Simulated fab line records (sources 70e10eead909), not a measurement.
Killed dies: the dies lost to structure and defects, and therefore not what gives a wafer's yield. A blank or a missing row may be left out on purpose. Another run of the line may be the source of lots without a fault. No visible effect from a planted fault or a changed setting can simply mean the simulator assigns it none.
Comparing a struck lot with a sound one	flow nandHarc	23 steps out of a route of 1159
Sound: these wafers, L724.1, L724.3, L724.6. Struck: wafer L732.1; the same lot's L732.6 was not struck, so it is left out; see the end for the cause.
Per side, at each step with rows, come the tool, then ch with its chambers, and then its first start. Under that, the readings that differ: sound wafers	struck wafers	difference of the means	sigmas: that difference in standard deviations of wafers without a fault.
alike: readings with means less than 2 such deviations apart, plus words and numbers identical on both sides. not compared: withheld readings, readings lacking a value on some wafer, bounds such as >300 that could conceal the same value, and numbers that have no deviation in the record and whose values overlap.
Wherever a step has rows on one side only, a row that says differs or no value, or a row with sigmas, the two part there. Numbers that have no deviation but don't overlap get no sigmas and don't part them. Lack of a reading on every wafer of one side parts them only where that side has two or more wafers.

NHARC_A_M0_INSPECT_27:
  struck on defectInspect-02, day 21 17:16; sound on defectInspect-02, day 19 20:06
reading	sound	struck	difference	sigmas
rawDefectCount	461 518 571	1006	+489	+3
NHARC_A_M0_PRE_CLEAN_31: time 12 s.
  sound on pecvd-01 ch 0,1,2, day 19 20:10; struck on pecvd-04 ch 0, day 21 17:21
  alike: heaterPowerW
NHARC_A_M0_DEP_32: deposits SiCN, target thk 30 nm.
  sound on pecvd-01 ch 0,1,2, day 19 20:14; struck on pecvd-04 ch 0, day 21 17:29
  alike: heaterPowerW, showerheadVppV
then, 8 steps without rows for these wafers: NHARC_A_M1_DEP_00 (deposits SiOC, target thk 182.5 nm); NHARC_A_M1_DEHYDRATE_01 (time 120 s); NHARC_A_M1_HMDS_02 (time 30 s); NHARC_A_M1_COAT_34 (time 65 s); NHARC_A_M1_COAT_03 (resist thk 90 nm); NHARC_A_M1_SOFTBAKE_04 (time 55 s); NHARC_A_M1_EBR_05; NHARC_A_M1_EXPOSE_06 (exposes mask A M1, target cd 120 nm).
NHARC_A_M1_PEB_07: peb time 65 s.
  sound on lithoTrack-01 ch 0, day 19 21:25; struck on lithoTrack-01 ch 0, day 21 18:34
  alike: chillPlateTempC
then, 1 step without rows for these wafers: NHARC_A_M1_DEVELOP_08 (develop time 35 s).
NHARC_A_M1_CD_MEAS_09: the cd target is 120 nm.
  sound on cdSem-02 ch 0, day 19 21:29; struck on cdSem-02 ch 0, day 21 18:39
reading	sound	struck	difference	sigmas
cdNm (nm)	120.2 119.9 119.7	122.5	+2.6	+5
NHARC_A_M1_OVL_MEAS_10: pitch 240 nm.
  struck on overlay-02, day 21 18:44; sound on overlay-02, day 19 21:35
reading	sound	struck	difference	sigmas
overlayYNm (nm)	0.8 0.4 0.8	-1.9	-2.6	-3
  alike: overlayXNm
NHARC_A_M1_INSPECT_11:
  struck on defectInspect-01, day 21 18:46; sound on defectInspect-02, day 19 21:38
  alike: rawDefectCount
NHARC_A_M1_DESCUM_14: chemistry O2, time 3 s.
  sound on rieDiel-01 ch 1,2,3, day 19 21:43; struck on rieDiel-10 ch 2, day 21 18:52
reading	sound	struck	difference	sigmas
model.A_M1.cdNm (nm)	120.1 119.3 120.4	122.5	+2.6	
  alike: drypumpMotorCurrentA, oesProductAu, rfVppV, showerheadPlenumPTorr, throttleValvePct
  not compared: rfHoursCounterH
NHARC_A_M1_ETCH_35: etches the open film in N2/H2, target depth 40 nm, overetch 12 nm, time 43.94 s.
  sound on rieDiel-01 ch 0,1,3, day 19 21:47; struck on rieDiel-10 ch 0, day 21 18:56
reading	sound	struck	difference	sigmas
biasW (W)	149.9 149.8 150.0	150.9	+1.0	+2
rfVppV (V)	433.5 434.4 431.6	427.9	-5.3	-2
showerheadPlenumPTorr (Torr)	2.16 2.19 2.06	1.93	-0.21	-2
  alike: drypumpMotorCurrentA, oesProductAu, throttleValvePct
  not compared: rfHoursCounterH
NHARC_A_M1_ETCH_15: etches the open film in C4F8/Ar, target depth 182.5 nm, time 91.2 s.
  sound on rieDiel-01 ch 0,1,2; struck on rieDiel-10 ch 1
  alike: biasW, oesProductAu, rfVppV
  not compared: rfHoursCounterH
NHARC_A_M1_CD_MEAS_16:
  struck on cdSem-02, day 21 19:11; sound on cdSem-01, day 19 21:59
reading	sound	struck	difference	sigmas
cdNm (nm)	119.8 119.3 120.1	122.5	+2.8	+4
NHARC_A_M1_STRIP_18: strips in N2/H2.
  sound on rieDiel-01 ch 1,2, day 19 22:04; struck on rieDiel-12 ch 2, day 21 19:19
  alike: drypumpMotorCurrentA, oesProductAu, rfVppV, showerheadPlenumPTorr, throttleValvePct
  not compared: rfHoursCounterH
NHARC_A_M1_ETCH_28: etches the open film in CF4/N2, target depth 30 nm, time 72.99 s.
  sound on rieDiel-01 ch 1,3; struck on rieDiel-12 ch 0
reading	sound	struck	difference	sigmas
drypumpMotorCurrentA (A)	5.3 5.7 5.3	6.3	+0.9	+3
model.A_M1.cdNm (nm)	120.6 118.6 120.1	122.5	+2.7	
  alike: biasW, oesProductAu, rfVppV, showerheadPlenumPTorr, throttleValvePct
  not compared: rfHoursCounterH
then, 1 step without rows for these wafers: NHARC_A_M1_STRIP_19 (strips in post etch residue remover, time 600 s).

## WHERE THEY PART
First at NHARC_A_M0_INSPECT_27; last, within this record, at NHARC_A_M1_ETCH_28.

WHY: what had been put in by the simulator
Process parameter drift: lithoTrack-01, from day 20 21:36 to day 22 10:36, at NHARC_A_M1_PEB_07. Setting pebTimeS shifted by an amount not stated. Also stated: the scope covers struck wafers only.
